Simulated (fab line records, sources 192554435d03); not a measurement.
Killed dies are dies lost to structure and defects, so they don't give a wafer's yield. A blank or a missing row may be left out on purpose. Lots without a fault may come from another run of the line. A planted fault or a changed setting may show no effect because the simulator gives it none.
fab line records | flow n5_finfet | part 1 of 2: steps 1 to 30 of 36
record lots=5 wafers=15 last_day=15
route steps=1938 shown MIM_BOT@1833 MIM_TOP@1834 MIM_TOP_LITHO@1839 MIM_TOP_ETCH@1851 MIM_BOT_LITHO@1854 MIM_BOT_ETCH@1866
lots that met no fault: from a run of the same line without faults
start_h: hours from the record's first day to the start of the lot's first wafer shown | wait_h: hours since the lot's step before | " the same as in the row above | L1.1+2: a row that stands for several wafers | - no value, or no start given | * or withheld: withheld | < > ~ a bound
route shown NAME@n: a module of which the file shows steps, and the number in the route of the first | usual: mean/standard deviation of fault-free wafers | same: alike in all rows | chamber/n: place in a boat | sites: the reading at each site | _std_site: their standard deviation | _edge_site: outer sites' mean less inner sites' | radius_mm: how far each site lies from the wafer's centre | mask NAME#n: copy n | behind: the tool/chamber that last shaped the wafer | hold: why the lot was held/for how many hours/how that ended | device: the transistor (n, p or np) that didn't switch | end of line: the same wafers' tests at the end of the route | a step without rows: its recipe alone | killed: dies lost to structure and defects at the first sort, not the wafer's yield | map: a wafer's dies, x killed, . not, _ none there
set.NAME: the setting as run; set.NAME@STEP: as run at that earlier step | model.NAME: the simulator's own value behind a step, which no gauge read
lots at some steps of the route; a table a step, a row a wafer
services: from which hour (start_h, from the record's first day; less than 0 if before it) a tool's chamber was out of use, for how many hours, and why
## steps
# step N5_MIM_BOT_SPUTTER_00
# recipe material=TiN target_thk_a=350 temp_c=200 power_w=3000 chamber_pressure_pa=0.49996 gas=Ar reactive_partial_pa=0.37997 time_s=89.7
# usual throttle_valve_pct=29.9/0.85
# columns lot.wafer tool chamber start_h wait_h throttle_valve_pct
L076.1 pvd_sputter-03 - 263.33 0.0 30.1
L076.5 " - " " 29.2
L076.6 " - " " 30.7
L079.2 pvd_sputter-01 - 298.40 0.0 28.4
L079.5 " - " " 28.5
L079.6 " - " " 30.7
L083.1 pvd_sputter-02 - 324.66 0.0 30.1
L083.2 " - " " 29.6
L083.4 " - " " 29.9
L084.1 pvd_sputter-01 - 329.25 0.0 30.2
L084.2 " - " " 31.0
L084.5 " - " " 30.2
L085.2 pvd_sputter-03 - 336.86 0.0 31.0
L085.4 " - " " 29.0
L085.6 " - " " 31.1
# step N5_MIM_TOP_ALD_00
# recipe material=Al2O3 target_thk_a=* temp_c=withheld ald_precursor_family=TMA ald_co_reactant=O3 pulse_time_s=withheld purge_time_s=3 co_reactant_purge_time_s=withheld co_reactant_pulse_time_s=3 ald_cycles=withheld
# usual precursor_pulse_height_rel=0.998/0.02
# columns lot.wafer tool chamber start_h wait_h precursor_pulse_height_rel
L076.1 ald_hk-01 1 263.43 0.1 0.982
L076.5 " 0 " " 0.988
L076.6 " 1 " " 1.017
L079.2 ald_hk-02 3 298.50 0.1 0.962
L079.5 " 1 " " 0.988
L079.6 " 0 " " 1.013
L083.1 ald_hk-02 3 324.77 0.1 1.037
L083.2 " 0 " " 0.967
L083.4 " 2 " " 0.987
L084.1 ald_hk-01 0 329.35 0.1 1.013
L084.2 " 2 " " 0.994
L084.5 " 1 " " 0.952
L085.2 ald_hk-01 3 336.96 0.1 1.010
L085.4 " 2 " " 0.985
L085.6 " 0 " " 0.996
# step N5_MIM_TOP_ALD_01
# recipe material=HfO2 target_thk_a=56 temp_c=withheld ald_precursor_family=Hf-amide ald_co_reactant=O3 pulse_time_s=1 purge_time_s=3 co_reactant_purge_time_s=2 co_reactant_pulse_time_s=3 ald_cycles=62
# usual precursor_pulse_height_rel=0.999/0.021
# same co_reactant_purge_time_s=2
# columns lot.wafer tool chamber start_h wait_h precursor_pulse_height_rel
L076.1 ald_hk-01 1 - - 0.974
L076.5 " 0 " " 0.999
L076.6 " 1 " " 1.005
L079.2 ald_hk-02 3 - - 0.942
L079.5 " 1 " " 0.987
L079.6 " 0 " " 0.977
L083.1 ald_hk-02 3 - - 1.006
L083.2 " 0 " " 1.007
L083.4 " 2 " " 1.041
L084.1 ald_hk-01 0 - - 1.004
L084.2 " 2 " " 1.008
L084.5 " 1 " " 0.988
L085.2 ald_hk-01 3 - - 0.999
L085.4 " 2 " " 1.018
L085.6 " 0 " " 0.970
# step N5_MIM_TOP_ALD_02
# recipe material=Al2O3 target_thk_a=* temp_c=withheld ald_precursor_family=TMA ald_co_reactant=O3 pulse_time_s=withheld purge_time_s=3 co_reactant_purge_time_s=withheld co_reactant_pulse_time_s=3 ald_cycles=withheld
# usual precursor_pulse_height_rel=1.000/0.02
# columns lot.wafer tool chamber start_h wait_h precursor_pulse_height_rel
L076.1 ald_hk-01 1 - - 1.005
L076.5 " 0 " " 0.973
L076.6 " 1 " " 0.987
L079.2 ald_hk-02 3 - - 1.001
L079.5 " 1 " " 0.987
L079.6 " 0 " " 0.995
L083.1 ald_hk-02 3 - - 0.994
L083.2 " 0 " " 0.983
L083.4 " 2 " " 0.975
L084.1 ald_hk-01 0 - - 1.018
L084.2 " 2 " " 0.988
L084.5 " 1 " " 0.986
L085.2 ald_hk-01 3 - - 1.008
L085.4 " 2 " " 1.044
L085.6 " 0 " " 1.021
# step N5_MIM_TOP_DEGAS_04
# recipe ambient=vacuum temp_c=300 time_s=60
# usual heater_power_w=512/52
# columns lot.wafer tool chamber start_h wait_h heater_power_w
L076.1 pvd_sputter-03 - 264.43 - 517
L076.5 " - " " 469
L076.6 " - " " 462
L079.2 pvd_sputter-02 - 302.96 - 503
L079.5 " - " " 511
L079.6 " - " " 573
L083.1 pvd_sputter-02 - 325.70 - 513
L083.2 " - " " 567
L083.4 " - " " 421
L084.1 pvd_sputter-01 - 330.87 - 591
L084.2 " - " " 580
L084.5 " - " " 579
L085.2 pvd_sputter-03 - 338.12 - 465
L085.4 " - " " 457
L085.6 " - " " 471
# step N5_MIM_TOP_SPUTTER_03
# recipe material=TiN target_thk_a=350 temp_c=200 power_w=3000 chamber_pressure_pa=0.49996 gas=Ar reactive_partial_pa=0.37997 time_s=89.7
# usual throttle_valve_pct=30.0/0.75
# columns lot.wafer tool chamber start_h wait_h throttle_valve_pct
L076.1 pvd_sputter-03 - 264.47 0.0 31.3
L076.5 " - " " 30.9
L076.6 " - " " 29.0
L079.2 pvd_sputter-02 - 303.00 0.0 30.2
L079.5 " - " " 29.8
L079.6 " - " " 29.6
L083.1 pvd_sputter-02 - 325.74 0.0 30.3
L083.2 " - " " 29.7
L083.4 " - " " 30.1
L084.1 pvd_sputter-01 - 330.91 0.0 30.0
L084.2 " - " " 30.6
L084.5 " - " " 30.5
L085.2 pvd_sputter-03 - 338.16 0.0 30.9
L085.4 " - " " 29.2
L085.6 " - " " 31.1
# step N5_MIM_TOP_LITHO_HMDS_01
# recipe time_s=60 temp_c=120
# columns lot.wafer tool chamber start_h wait_h
L076.1+5+6 litho_track-05 0 264.57 0.1
L079.2+5+6 litho_track-03 0 303.11 0.1
L083.1+2+4 litho_track-03 0 325.85 0.1
L084.1+2+5 litho_track-03 0 331.02 0.1
L085.2+4+6 litho_track-05 0 338.27 0.1
# step N5_MIM_TOP_LITHO_COAT_02
# recipe spin_rpm=* resist_thk_nm=*
# columns lot.wafer tool chamber start_h wait_h
L076.1+5+6 litho_track-05 0 - -
L079.2+5+6 litho_track-03 0 - -
L083.1+2+4 litho_track-03 0 - -
L084.1+2+5 litho_track-03 0 - -
L085.2+4+6 litho_track-05 0 - -
# step N5_MIM_TOP_LITHO_EBR_04
# recipe solvent=PGMEA ebr_width_mm=1.5
# same ebr_width_mm=1.5
# columns lot.wafer tool chamber start_h wait_h
L076.1+5+6 litho_track-05 0 - -
L079.2+5+6 litho_track-03 0 - -
L083.1+2+4 litho_track-03 0 - -
L084.1+2+5 litho_track-03 0 - -
L085.2+4+6 litho_track-05 0 - -
# step N5_MIM_TOP_LITHO_SOFTBAKE_03
# recipe temp_c=100 time_s=90
# columns lot.wafer tool chamber start_h wait_h
L076.1+5+6 litho_track-05 0 - -
L079.2+5+6 litho_track-03 0 - -
L083.1+2+4 litho_track-03 0 - -
L084.1+2+5 litho_track-03 0 - -
L085.2+4+6 litho_track-05 0 - -
# step N5_MIM_TOP_LITHO_EXPOSE_05
# recipe mask_id=MIM_TOP na=0.55 source_shape=conventional sigma_outer=0.8 polarization=unpolarized target_cd_nm=2000 dose_mj=20.5
# columns lot.wafer tool chamber start_h wait_h mask
L076.1+5+6 krf_scanner-01 0 264.68 - MIM_TOP#0
L079.2+5+6 krf_scanner-01 0 303.26 - MIM_TOP#0
L083.1+2+4 krf_scanner-01 0 326.08 - MIM_TOP#0
L084.1+2+5 krf_scanner-02 0 331.25 - MIM_TOP#0
L085.2+4+6 krf_scanner-02 0 338.51 - MIM_TOP#0
# step N5_MIM_TOP_LITHO_PEB_06
# recipe peb_temp_c=withheld peb_time_s=*
# columns lot.wafer tool chamber start_h wait_h
L076.1+5+6 litho_track-04 0 264.74 0.1
L079.2+5+6 litho_track-03 0 303.31 0.0
L083.1+2+4 litho_track-03 0 326.14 0.1
L084.1+2+5 litho_track-04 0 331.31 0.1
L085.2+4+6 litho_track-04 0 338.56 0.0
# step N5_MIM_TOP_LITHO_DEVELOP_07
# recipe develop_time_s=60 rinse_liquid=diw dry=air_spin dev_temp_c=21
# columns lot.wafer tool chamber start_h wait_h
L076.1+5+6 litho_track-04 0 - -
L079.2+5+6 litho_track-03 0 - -
L083.1+2+4 litho_track-03 0 - -
L084.1+2+5 litho_track-04 0 - -
L085.2+4+6 litho_track-04 0 - -
# step N5_MIM_TOP_LITHO_HARDBAKE_09
# recipe temp_c=130 time_s=120
# columns lot.wafer tool chamber start_h wait_h
L076.1+5+6 litho_track-04 0 - -
L079.2+5+6 litho_track-03 0 - -
L083.1+2+4 litho_track-03 0 - -
L084.1+2+5 litho_track-04 0 - -
L085.2+4+6 litho_track-04 0 - -
# step N5_MIM_TOP_LITHO_CD_MEAS_08
# recipe target_cd_nm=2000 landing_energy_ev=500 detector=se_inlens
# usual cd_nm=1999.8/2.2
# columns lot.wafer tool chamber start_h wait_h cd_nm
L076.1 cd_sem-03 0 264.86 - 2002.6
L076.5 " 0 " " 1996.7
L076.6 " 0 " " 1998.5
L079.2 cd_sem-03 0 303.43 - 2000.3
L079.5 " 0 " " 1998.9
L079.6 " 0 " " 2001.6
L083.1 cd_sem-01 0 326.26 - 2002.4
L083.2 " 0 " " 1995.4
L083.4 " 0 " " 1997.9
L084.1 cd_sem-01 0 331.43 - 1999.8
L084.2 " 0 " " 2001.0
L084.5 " 0 " " 2002.2
L085.2 cd_sem-03 0 338.68 - 1995.6
L085.4 " 0 " " 2001.1
L085.6 " 0 " " 1999.8
# step N5_MIM_TOP_LITHO_OVL_MEAS_11
# recipe points_per_wafer=44
# usual MIM_TOP_OVL=-4/4.5
# columns lot.wafer tool chamber start_h wait_h MIM_TOP_OVL[nm]
L076.1 overlay-02 0 264.89 0.0 -5
L076.5 " 0 " " 1
L076.6 " 0 " " -3
L079.2 overlay-01 0 303.46 0.0 -5
L079.5 " 0 " " -4
L079.6 " 0 " " -7
L083.1 overlay-01 0 326.29 0.0 -10
L083.2 " 0 " " -1
L083.4 " 0 " " -3
L084.1 overlay-01 0 331.46 0.0 -10
L084.2 " 0 " " -5
L084.5 " 0 " " -12
L085.2 overlay-01 0 338.71 0.0 -5
L085.4 " 0 " " -2
L085.6 " 0 " " -10
# step N5_MIM_TOP_LITHO_INSPECT_12
# recipe mode=adi inspect_instrument=macro
# usual raw_defect_count=2.2/1.5
# columns lot.wafer tool chamber start_h wait_h raw_defect_count
L076.1 defect_inspect-02 - 264.91 0.0 4
L076.5 " - " " 1
L076.6 " - " " 1
L079.2 defect_inspect-02 - 303.48 0.0 0
L079.5 " - " " 2
L079.6 " - " " 6
L083.1 defect_inspect-01 - 326.31 0.0 2
L083.2 " - " " 0
L083.4 " - " " 4
L084.1 defect_inspect-02 - 331.48 0.0 1
L084.2 " - " " 1
L084.5 " - " " 1
L085.2 defect_inspect-01 - 338.74 0.0 3
L085.4 " - " " 1
L085.6 " - " " 4
# step N5_MIM_TOP_LITHO_DESCUM_10
# recipe chemistry=O2 time_s=7.9 source_power_w=50 bias_power_w=20 pressure_mtorr=20 rf_frequency_hz=2.712e+07 temp_c=40 o2_flow_sccm=225
# usual drypump_motor_current_A=5.5/0.57 oes_product_au=0.77/0.1 rf_vpp_V=243.0/1.5 showerhead_plenum_p_Torr=2.08/0.083 throttle_valve_pct=20.36/0.28
# columns lot.wafer tool chamber start_h wait_h drypump_motor_current_A oes_product_au rf_hours_counter_h rf_vpp_V showerhead_plenum_p_Torr throttle_valve_pct
L076.1 rie_diel-03 1 264.97 0.1 5.4 0.82 56 241.6 2.04 20.02
L076.5 " 3 " " 6.4 0.72 - 241.4 1.99 20.70
L076.6 " 2 " " 4.7 0.93 - 241.8 2.05 20.11
L079.2 rie_diel-01 1 303.61 0.1 5.9 0.68 226 244.2 2.16 20.62
L079.5 " 1 " " 5.9 0.68 - 242.5 2.16 20.61
L079.6 " 2 " " 5.6 0.86 - 244.2 2.23 20.21
L083.1 rie_diel-01 2 326.38 0.1 5.5 0.85 65 247.0 2.23 20.20
L083.2 " 0 " " 6.0 0.95 7 243.1 2.18 20.47
L083.4 " 1 " " 5.9 0.67 234 244.2 2.15 20.63
L084.1 rie_diel-03 2 331.51 0.0 4.7 0.87 44 242.8 2.05 20.15
L084.2 " 3 " " 6.4 0.71 183 241.0 1.99 20.73
L084.5 " 3 " " 6.4 0.71 - 242.2 1.99 20.74
L085.2 rie_diel-03 0 338.77 0.0 5.2 0.80 65 245.3 2.19 20.13
L085.4 " 1 " " 5.4 0.78 79 242.8 2.04 20.05
L085.6 " 3 " " 6.5 0.71 - 241.1 1.98 20.74
# step N5_MIM_TOP_ETCH_ETCH_00
# recipe chemistry=Cl2/BCl3 target=TiN target_depth_a=385 ion_energy_ev=150 pressure_mtorr=10 icp_w=1000 bias_w=126 Cl2_flow_sccm=53.25 bcl3_flow_sccm=21.75 Ar_flow_sccm=25
# usual drypump_motor_current_A=5.43/0.3 mfc_cl2_sccm=53.24/0.17 oes_product_au=0.85/0.079 throttle_valve_pct=22.83/0.26
# columns lot.wafer tool chamber start_h wait_h drypump_motor_current_A mfc_cl2_sccm oes_product_au rf_hours_counter_h throttle_valve_pct
L076.1 rie_metal-03 0 265.05 0.1 5.64 53.26 0.72 67 22.87
L076.5 " 0 " " 5.71 53.19 0.72 - 22.85
L076.6 " 1 " " 5.93 53.61 0.76 - 23.09
L079.2 rie_metal-01 1 303.69 0.1 5.61 53.43 0.90 22 22.38
L079.5 " 1 " " 5.62 53.19 0.91 - 22.36
L079.6 " 0 " " 5.46 53.19 0.84 - 23.21
L083.1 rie_metal-02 0 326.47 0.1 4.96 53.14 0.89 6 22.61
L083.2 " 1 " " 5.50 53.39 0.93 10 22.84
L083.4 " 1 " " 5.50 53.19 0.94 - 22.84
L084.1 rie_metal-01 0 331.60 0.1 5.47 53.28 0.82 21 23.22
L084.2 " 0 " " 5.48 53.05 0.82 - 23.20
L084.5 " 0 " " 5.45 53.32 0.83 - 23.20
L085.2 rie_metal-01 0 338.86 0.1 5.45 53.42 0.82 23 23.21
L085.4 " 1 " " 5.61 53.10 0.91 - 22.38
L085.6 " 1 " " 5.66 53.11 0.91 - 22.40
# step N5_MIM_TOP_ETCH_STRIP_01
# recipe chemistry=O2 power_w=600 temp_c=60 pressure_mtorr=30 rf_frequency_hz=6e+07 bias_power_w=0 overash_fraction=0.5 o2_flow_sccm=225
# usual drypump_motor_current_A=5.8/0.57 oes_product_au=0.79/0.1 rf_vpp_V=3.9/1.5 showerhead_plenum_p_Torr=2.10/0.074 throttle_valve_pct=16.54/0.3
# columns lot.wafer tool chamber start_h wait_h drypump_motor_current_A oes_product_au rf_hours_counter_h rf_vpp_V showerhead_plenum_p_Torr throttle_valve_pct
L076.1 rie_diel-06 1 265.20 0.1 5.4 0.82 84 1.8 2.10 16.18
L076.5 " 3 " " 5.2 0.69 - 2.2 2.01 16.80
L076.6 " 0 " " 5.9 0.71 - 5.2 2.18 17.05
L079.2 rie_diel-04 1 303.84 0.1 6.3 0.68 237 5.4 2.14 16.40
L079.5 " 3 " " 5.9 0.94 - 4.1 2.24 16.38
L079.6 " 0 " " 5.3 0.71 - 3.8 2.15 16.67
L083.1 rie_diel-02 0 326.62 0.1 6.4 0.87 52 6.3 2.15 16.46
L083.2 " 1 " " 5.1 0.95 11 1.9 2.14 16.06
L083.4 " 3 " " 6.5 0.70 233 3.3 2.03 16.58
L084.1 rie_diel-02 1 331.86 0.2 5.0 0.92 13 4.4 2.14 16.02
L084.2 " 3 " " 6.5 0.68 235 1.8 2.03 16.60
L084.5 " 1 " " 5.1 0.93 - 4.8 2.14 16.04
L085.2 rie_diel-02 1 339.00 0.1 5.0 0.90 16 3.6 2.14 16.02
L085.4 " 0 " " 6.4 0.89 56 4.7 2.15 16.43
L085.6 " 2 " " 6.3 0.69 - 6.0 2.02 16.91
# step N5_MIM_TOP_ETCH_PECVD_03
# recipe material=SiNx target_thk_a=200 temp_c=400 precursor=SiH4/NH3/N2 pressure_torr=1.5 rf_w=300 time_s=17.6
# usual heater_power_w=808/83 showerhead_plenum_p_Torr=5.12/0.063 throttle_valve_pct=39.1/1.6
# columns lot.wafer tool chamber start_h wait_h heater_power_w showerhead_plenum_p_Torr throttle_valve_pct
L076.1 pecvd-02 0 265.27 - 801 5.28 39.9
L076.5 " 2 " " 947 5.11 39.0
L076.6 " 0 " " 823 5.28 40.2
L079.2 pecvd-02 2 303.90 - 959 5.11 39.2
L079.5 " 2 " " 794 5.10 38.9
L079.6 " 1 " " 899 5.13 42.0
L083.1 pecvd-02 0 326.68 - 832 5.28 38.2
L083.2 " 2 " " 951 5.10 39.3
L083.4 " 2 " " 952 5.10 39.1
L084.1 pecvd-04 0 331.92 - 937 5.16 38.1
L084.2 " 1 " " 746 5.06 38.2
L084.5 " 2 " " 694 5.03 36.9
L085.2 pecvd-02 0 339.06 - 827 5.27 38.1
L085.4 " 1 " " 791 5.14 41.7
L085.6 " 0 " " 812 5.29 38.3
# step N5_MIM_BOT_LITHO_HMDS_01
# recipe time_s=60 temp_c=120
# columns lot.wafer tool chamber start_h wait_h
L076.1+5+6 litho_track-04 0 265.34 0.0
L079.2+5+6 litho_track-04 0 303.99 0.1
L083.1+2+4 litho_track-01 0 326.75 0.0
L084.1+2+5 litho_track-04 0 332.00 0.0
L085.2+4+6 litho_track-01 0 339.13 0.0
# step N5_MIM_BOT_LITHO_COAT_02
# recipe spin_rpm=* resist_thk_nm=*
# columns lot.wafer tool chamber start_h wait_h
L076.1+5+6 litho_track-04 0 - -
L079.2+5+6 litho_track-04 0 - -
L083.1+2+4 litho_track-01 0 - -
L084.1+2+5 litho_track-04 0 - -
L085.2+4+6 litho_track-01 0 - -
# step N5_MIM_BOT_LITHO_EBR_04
# recipe solvent=PGMEA ebr_width_mm=1.5
# same ebr_width_mm=1.5
# columns lot.wafer tool chamber start_h wait_h
L076.1+5+6 litho_track-04 0 - -
L079.2+5+6 litho_track-04 0 - -
L083.1+2+4 litho_track-01 0 - -
L084.1+2+5 litho_track-04 0 - -
L085.2+4+6 litho_track-01 0 - -
# step N5_MIM_BOT_LITHO_SOFTBAKE_03
# recipe temp_c=100 time_s=90
# columns lot.wafer tool chamber start_h wait_h
L076.1+5+6 litho_track-04 0 - -
L079.2+5+6 litho_track-04 0 - -
L083.1+2+4 litho_track-01 0 - -
L084.1+2+5 litho_track-04 0 - -
L085.2+4+6 litho_track-01 0 - -
# step N5_MIM_BOT_LITHO_EXPOSE_05
# recipe mask_id=MIM_BOT na=0.55 source_shape=conventional sigma_outer=0.8 polarization=unpolarized dose_mj=24.25
# columns lot.wafer tool chamber start_h wait_h mask
L076.1+5+6 krf_scanner-02 0 265.44 - MIM_BOT#0
L079.2+5+6 krf_scanner-01 0 304.24 - MIM_BOT#0
L083.1+2+4 krf_scanner-02 0 326.99 - MIM_BOT#0
L084.1+2+5 krf_scanner-01 0 332.23 - MIM_BOT#0
L085.2+4+6 krf_scanner-01 0 339.37 - MIM_BOT#0
# step N5_MIM_BOT_LITHO_PEB_06
# recipe peb_temp_c=withheld peb_time_s=*
# columns lot.wafer tool chamber start_h wait_h
L076.1+5+6 litho_track-02 0 265.50 0.1
L079.2+5+6 litho_track-04 0 304.29 0.0
L083.1+2+4 litho_track-02 0 327.04 0.1
L084.1+2+5 litho_track-04 0 332.29 0.1
L085.2+4+6 litho_track-02 0 339.42 0.0
# step N5_MIM_BOT_LITHO_DEVELOP_07
# recipe develop_time_s=60 rinse_liquid=diw dry=air_spin dev_temp_c=21
# columns lot.wafer tool chamber start_h wait_h
L076.1+5+6 litho_track-02 0 - -
L079.2+5+6 litho_track-04 0 - -
L083.1+2+4 litho_track-02 0 - -
L084.1+2+5 litho_track-04 0 - -
L085.2+4+6 litho_track-02 0 - -
# step N5_MIM_BOT_LITHO_HARDBAKE_09
# recipe temp_c=130 time_s=120
# columns lot.wafer tool chamber start_h wait_h
L076.1+5+6 litho_track-02 0 - -
L079.2+5+6 litho_track-04 0 - -
L083.1+2+4 litho_track-02 0 - -
L084.1+2+5 litho_track-04 0 - -
L085.2+4+6 litho_track-02 0 - -
# step N5_MIM_BOT_LITHO_CD_MEAS_08
# recipe target_cd_nm=3000 landing_energy_ev=500 detector=se_inlens polarity=opening
# usual cd_nm=2999.1/2.7
# columns lot.wafer tool chamber start_h wait_h cd_nm
L076.1 cd_sem-02 0 265.62 - 2998.1
L076.5 " 0 " " 2998.7
L076.6 " 0 " " 2999.1
L079.2 cd_sem-02 0 304.41 - 3001.8
L079.5 " 0 " " 2998.0
L079.6 " 0 " " 3001.8
L083.1 cd_sem-03 0 327.16 - 2998.7
L083.2 " 0 " " 2997.0
L083.4 " 0 " " 2998.2
L084.1 cd_sem-01 0 332.41 - 3000.5
L084.2 " 0 " " 3001.2
L084.5 " 0 " " 2999.8
L085.2 cd_sem-03 0 339.54 - 2996.5
L085.4 " 0 " " 2994.7
L085.6 " 0 " " 2996.5
